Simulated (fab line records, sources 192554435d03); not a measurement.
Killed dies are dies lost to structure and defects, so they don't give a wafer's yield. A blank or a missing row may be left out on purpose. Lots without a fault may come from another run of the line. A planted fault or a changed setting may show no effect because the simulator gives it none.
Which tool did it? | flow n5_finfet | 10 lots, 30 wafers sampled, at 5 steps of a route of 1938

WHAT THE GAUGES READ, wafer by wafer
N5_BEOL_M4_RC_MEAS_101.
lot  | measured     | on        | DIBL_N (mV/V)  | DIBL_P (mV/V) | IOFF_N (nA/um) | IOFF_P (nA/um) | ION_N (uA/um) | ION_P (uA/um) | SS_N (mV/dec)  | SS_P (mV/dec)  | VT_N (mV)   | VT_P (mV)
L498 | day 12 18:28 | prober-02 | 40.6 38.6 39.5 | 39 38 37      | 0.20 0.19 0.19 | 0.30 0.30 0.26 | 661 674 692   | 466 477 475   | 73.0 71.6 71.4 | 74.1 74.0 73.9 | 248 247 248 | -244 -243 -247
L503 | day 12 19:27 | prober-01 | 39.6 37.3 39.5 | 41 38 40      | 0.20 0.16 0.21 | 0.31 0.21 0.27 | 679 690 693   | 463 469 471   | 72.1 71.5 72.2 | 75.1 73.7 73.5 | 250 252 245 | -246 -249 -247
L502 | day 12 21:09 | prober-02 | 40.1 41.5 40.5 | 41 40 39      | 0.23 0.26 0.26 | 0.33 0.32 0.30 | 688 700 686   | 477 475 470   | 71.7 73.2 71.8 | 74.0 74.5 74.3 | 246 243 242 | -242 -243 -246
L506 | day 13 12:31 | prober-02 | 36.7 35.2 37.4 | 38 37 39      | 0.18 0.16 0.19 | 0.25 0.24 0.26 | 675 693 671   | 469 476 461   | 71.2 70.9 71.9 | 73.2 74.2 74.3 | 246 249 248 | -249 -247 -249
L507 | day 14 11:16 | prober-02 | 36.4 32.7 35.0 | 36 31 33      | 0.15 0.10 0.13 | 0.20 0.17 0.17 | 684 666 664   | 466 463 455   | 71.6 70.4 71.5 | 73.5 72.9 72.6 | 252 257 257 | -252 -253 -254
L511 | day 14 14:53 | prober-02 | 36.8 37.6 42.1 | 38 39 43      | 0.15 0.18 0.30 | 0.25 0.29 0.40 | 675 680 712   | 469 478 482   | 71.2 71.5 72.6 | 73.1 73.6 75.5 | 253 247 241 | -245 -245 -240
L510 | day 15 06:35 | prober-01 | 38.9 38.1 40.2 | 39 40 41      | 0.21 0.19 0.25 | 0.29 0.34 0.35 | 685 683 692   | 470 478 478   | 72.4 72.1 72.4 | 73.9 73.0 74.0 | 247 246 243 | -243 -242 -241
L514 | day 15 15:13 | prober-02 | 38.0 33.1 35.1 | 38 34 35      | 0.18 0.10 0.13 | 0.25 0.17 0.18 | 675 655 666   | 464 458 455   | 72.1 70.9 71.4 | 73.6 73.0 73.5 | 250 258 253 | -248 -255 -253
L512 | day 15 15:47 | prober-01 | 32.3 36.0 32.8 | 34 38 34      | 0.11 0.17 0.12 | 0.17 0.25 0.18 | 661 662 671   | 452 461 469   | 70.5 72.2 70.6 | 71.0 74.0 71.9 | 253 247 254 | -252 -248 -252
L516 | day 16 07:49 | prober-02 | 36.5 37.0 38.3 | 39 39 41      | 0.19 0.19 0.23 | 0.26 0.26 0.30 | 704 674 700   | 484 462 477   | 71.2 72.0 71.3 | 74.6 73.8 74.7 | 244 248 245 | -243 -248 -248

N5_BEOL_M8_CD_MEAS_18: pitch 80 nm, target cd 40 nm.
lot  | measured     | on        | cd_nm (nm)
L498 | day 14 00:40 | cd_sem-03 | 40.6 39.2 39.6
L503 | day 14 06:14 | cd_sem-02 | 40.5 40.5 40.6
L502 | day 14 03:46 | cd_sem-01 | 40.0 40.9 40.6
L506 | day 14 19:20 | cd_sem-02 | 41.4 40.4 39.8
L507 | day 15 19:24 | cd_sem-03 | 39.9 39.3 39.9
L511 | day 15 21:58 | cd_sem-02 | 40.2 39.7 39.9
L510 | day 16 17:34 | cd_sem-01 | 40.1 40.4 40.9
L514 | day 17 03:15 | cd_sem-02 | 40.5 42.0 41.4
L512 | day 17 13:04 | cd_sem-01 | 42.3 39.5 40.3
L516 | day 17 22:07 | cd_sem-01 | 40.6 40.6 39.1

N5_BEOL_M8_CD_MEAS_35: target cd 40 nm.
lot  | measured     | on        | cd_nm (nm)
L498 | day 14 03:03 | cd_sem-02 | 40.5 38.9 39.1
L503 | day 14 10:37 | cd_sem-01 | 40.2 40.7 40.9
L502 | day 14 04:56 | cd_sem-03 | 40.6 40.3 40.8
L506 | day 15 00:05 | cd_sem-01 | 41.2 40.5 40.2
L507 | day 15 21:04 | cd_sem-02 | 40.1 39.8 40.1
L511 | day 15 23:09 | cd_sem-03 | 40.4 39.6 39.7
L510 | day 16 21:16 | cd_sem-02 | 40.1 40.7 41.0
L514 | day 17 06:45 | cd_sem-03 | 40.2 42.3 41.0
L512 | day 17 14:52 | cd_sem-01 | 42.3 39.5 40.7
L516 | day 18 00:22 | cd_sem-03 | 41.0 40.3 39.6

WHICH TOOL RAN EACH LOT (tool, then ch and the chambers of the sampled wafers, then the start)
lot  | N5_BEOL_M8_STRIP_36                | N5_BEOL_M8_TRENCH_ETCH_37
L498 | rie_diel-01 ch 2,3, day 14 02:41   | rie_diel-01 ch 2,3, day 14 02:44
L503 | rie_diel-05 ch 1,2,3, day 14 10:16 | rie_diel-05 ch 1,2,3, day 14 10:37 or earlier
L502 | rie_diel-05 ch 0,1,2, day 14 04:35 | rie_diel-05 ch 0,1,2, day 14 04:37
L506 | rie_diel-04 ch 1,2, day 14 23:44   | rie_diel-04 ch 1,2, day 15 00:05 or earlier
L507 | rie_diel-01 ch 2,3, day 15 20:43   | rie_diel-01 ch 2,3, day 15 21:04 or earlier
L511 | rie_diel-05 ch 0,1,2, day 15 22:48 | rie_diel-05 ch 0,1,2, day 15 23:09 or earlier
L510 | rie_diel-05 ch 0,1, day 16 20:55   | rie_diel-05 ch 0,1, day 16 21:16 or earlier
L514 | rie_diel-04 ch 0,1,3, day 17 06:24 | rie_diel-04 ch 0,1,3, day 17 06:45 or earlier
L512 | rie_diel-04 ch 2,3, day 17 14:31   | rie_diel-04 ch 2,3, day 17 14:52 or earlier
L516 | rie_diel-05 ch 1,2,3, day 18 00:00 | rie_diel-05 ch 1,2,3, day 18 00:22 or earlier
- N5_BEOL_M8_STRIP_36: strips in N2/H2.
- N5_BEOL_M8_TRENCH_ETCH_37: etches SiCOH lowk in C4F6/O2, target depth 93.478 nm, time 31.2 s.

WHAT THE TOOLS THEMSELVES READ (means of the sampled wafers that have a number; where no wafer has one, the mark that the record gives instead)
N5_BEOL_M8_STRIP_36.
lot  | tool        | bias_power_w (W) | chamber_pressure_mTorr (mTorr) | drypump_motor_current_A (A) | oes_product_au (a.u.) | rf_vpp_V (V) | showerhead_plenum_p_Torr (Torr) | throttle_valve_pct (%)
L498 | rie_diel-01 | -                | -                              | -                           | -                     | -            | -                               | -
L503 | rie_diel-05 | 6.986            | 19.99                          | 5.7                         | 0.80                  | 59.7         | 2.48                            | 23.3
L502 | rie_diel-05 | -                | -                              | -                           | -                     | -            | -                               | -
L506 | rie_diel-04 | 6.970            | 20.00                          | 5.4                         | 0.74                  | 59.7         | 2.55                            | 23.5
L507 | rie_diel-01 | 6.992            | 20.02                          | 5.5                         | 0.82                  | 59.4         | 2.54                            | 23.2
L511 | rie_diel-05 | 6.993            | 19.98                          | 5.7                         | 0.76                  | 59.5         | 2.50                            | 23.3
L510 | rie_diel-05 | 6.998            | 20.00                          | 5.7                         | 0.76                  | 60.2         | 2.51                            | 23.3
L514 | rie_diel-04 | 7.004            | 19.96                          | 6.3                         | 0.85                  | 59.1         | 2.53                            | 23.4
L512 | rie_diel-04 | 7.008            | 20.02                          | 6.0                         | 0.82                  | 59.1         | 2.56                            | 23.3
L516 | rie_diel-05 | 7.012            | 20.00                          | 5.7                         | 0.77                  | 58.6         | 2.47                            | 23.3

N5_BEOL_M8_TRENCH_ETCH_37.
lot  | tool        | drypump_motor_current_A (A) | oes_o_777_au (a.u.) | oes_product_au (a.u.) | rf_vpp_V (V) | showerhead_plenum_p_Torr (Torr) | throttle_valve_pct (%)
L498 | rie_diel-01 | 5.5                         | 0.87                | 0.82                  | 651          | 2.84                            | 20.55
L503 | rie_diel-05 | 5.7                         | 0.78                | 0.79                  | 668          | 2.80                            | 20.73
L502 | rie_diel-05 | 5.7                         | 0.74                | 0.77                  | 662          | 2.83                            | 20.77
L506 | rie_diel-04 | 5.4                         | 0.67                | 0.74                  | 690          | 2.85                            | 20.82
L507 | rie_diel-01 | 5.5                         | 0.86                | 0.80                  | 652          | 2.84                            | 20.57
L511 | rie_diel-05 | 5.7                         | 0.73                | 0.75                  | 663          | 2.83                            | 20.79
L510 | rie_diel-05 | 5.7                         | 0.73                | 0.75                  | 659          | 2.82                            | 20.81
L514 | rie_diel-04 | 6.2                         | 0.84                | 0.85                  | 665          | 2.86                            | 20.74
L512 | rie_diel-04 | 6.0                         | 0.82                | 0.82                  | 650          | 2.86                            | 20.53
L516 | rie_diel-05 | 5.7                         | 0.75                | 0.76                  | 668          | 2.79                            | 20.77

THE ANSWER, worked out from the rows above alone
Rule: what is usual is taken from the lots themselves. Put in order of their means at a reading, lots are off if they are a third of the lots or fewer, leave a main group of 4 or more, and stand apart from it by a gap of 3 or more times the standard deviation of the main group's means; of several such gaps the widest counts. A main group whose means are all the same, to the digits that the tables above print for the reading, isn't used. A lot without any number at a reading at which 4 lots or more have one is off too. The other lots that the step has rows for count as sound. The gauges are gone through in route order, then the tools' own readings, and for those a lot's mean is taken as printed above. The first step at which some lot is off is used, and at that step the reading that is off furthest; a lot without a number counts as furthest.
Off: L498, L502, at N5_BEOL_M8_STRIP_36 (bias_power_w). Without a number there: L498, L502. The main group: mean 6.995 W, standard deviation 0.013.
A tool fits if, at that step or a process step before it, it ran every lot that is off, and no sound lot after the first of them. None of those tried fits.

WHAT THE SIMULATOR HAD PUT IN
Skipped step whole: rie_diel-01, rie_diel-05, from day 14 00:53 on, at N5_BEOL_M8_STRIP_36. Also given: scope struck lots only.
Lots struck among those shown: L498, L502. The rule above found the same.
